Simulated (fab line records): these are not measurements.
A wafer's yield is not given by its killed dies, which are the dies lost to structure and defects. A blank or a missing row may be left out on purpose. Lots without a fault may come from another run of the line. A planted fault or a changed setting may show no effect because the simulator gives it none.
Split-lot experiment ; flow n5-finfet ; 7 lots, 21 wafers read, on a route of 1938 steps

== ABOUT THE SPLIT ==
At N5_BEOL_M3_TRENCH_ETCH_37 (etches SiOC in C4F6/O2, target depth 55.555 nm, time 29.2 s), the setting bias-w was moved away from the recipe's 185 W on 8 of the 21 wafers read, by -11.4% to +14.6%. All remaining wafers had this setting at the recipe value.

Reading taken at the split's own step.

== THE READING ==
rf-vpp-V, in V, at N5_BEOL_M3_TRENCH_ETCH_37 (etches SiOC in C4F6/O2, target depth 55.555 nm, time 29.2 s). A value of 664 V with a standard deviation of 9.7 V is what fault-free wafers of this fab line usually give.

wafer;tool, chamber at the split;bias-w as run, W;against the recipe;rf-vpp-V, V;against lot-mates on the recipe
L079.1;rie-diel-01, 1;200.2;+8.2%;704;+41
L079.3;rie-diel-01, 3;200.2;+8.2%;703;+40
L079.6;rie-diel-01, 3;185;recipe;663;-
L080.1;rie-diel-02, 1;185;recipe;681;-
L080.2;rie-diel-02, 3;185;recipe;681;-
L080.4;rie-diel-02, 0;185;recipe;665;-
L082.3;rie-diel-06, 0;163.9;-11.4%;601;-61
L082.4;rie-diel-06, 3;163.9;-11.4%;600;-62
L082.5;rie-diel-06, 0;185;recipe;662;-
L083.2;rie-diel-02, 3;185;recipe;682;-
L083.3;rie-diel-02, 1;185;recipe;681;-
L083.6;rie-diel-02, 3;185;recipe;681;-
L092.1;rie-diel-01, 1;212;+14.6%;736;+67
L092.5;rie-diel-01, 2;185;recipe;676;-
L092.6;rie-diel-01, 3;185;recipe;662;-
L090.3;rie-diel-01, 2;203.1;+9.8%;727;no lot-mate on the recipe
L090.5;rie-diel-01, 0;203.1;+9.8%;705;no lot-mate on the recipe
L090.6;rie-diel-01, 1;203.1;+9.8%;712;no lot-mate on the recipe
L096.2;rie-diel-02, 0;185;recipe;664;-
L096.3;rie-diel-02, 3;185;recipe;665;-
L096.6;rie-diel-02, 0;185;recipe;666;-

THE FIT
A straight line over all 21 wafers: rf-vpp-V changes by +5.01 V for each +1% of bias-w; r = +0.96; the points scatter about the line by 9.3 V.
The same after taking each lot's own level away (the mean of its wafers on the recipe; 18 wafers): +5.02 V for each +1%; r = +0.99; scatter 4.6 V.
According to that fit, moving bias-w by its largest amount changes the reading by 73 V.
From 662.0 to 681.3 V: that is the span of the lots' own levels, equal to 2.0 times the standard deviation above.
So the lot-to-lot level changes the slope little: the two slopes agree.
Check: +75.8 V against its lot-mates is what the line predicts for one of the wafers moved furthest among these (+14.6%) when that wafer is left out of the fit. It came out at +67 V against them.
Tool readings at the split's step, against how far the setting was moved: rf-vpp-V r = +0.96.

== THE OTHER SPLITS THESE WAFERS WENT THROUGH ==
Note: prior to the reading, these wafers also went through further splits. Each is held against what the fit with the lots' levels taken away leaves over:
other split on the same wafers;wafers away from the commonest value;r with rf-vpp-V (lot level and that fit taken away)
N5_BEOL_M1_ETCH_70 bias-w;6;-0.16
N5_BEOL_M3_VIA_ETCH_34 bias-w;10;-0.02

== THE FILE'S OWN FIT ==
rf-vpp-V changes by +4.91 V for each +1% of bias-w, r = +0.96.
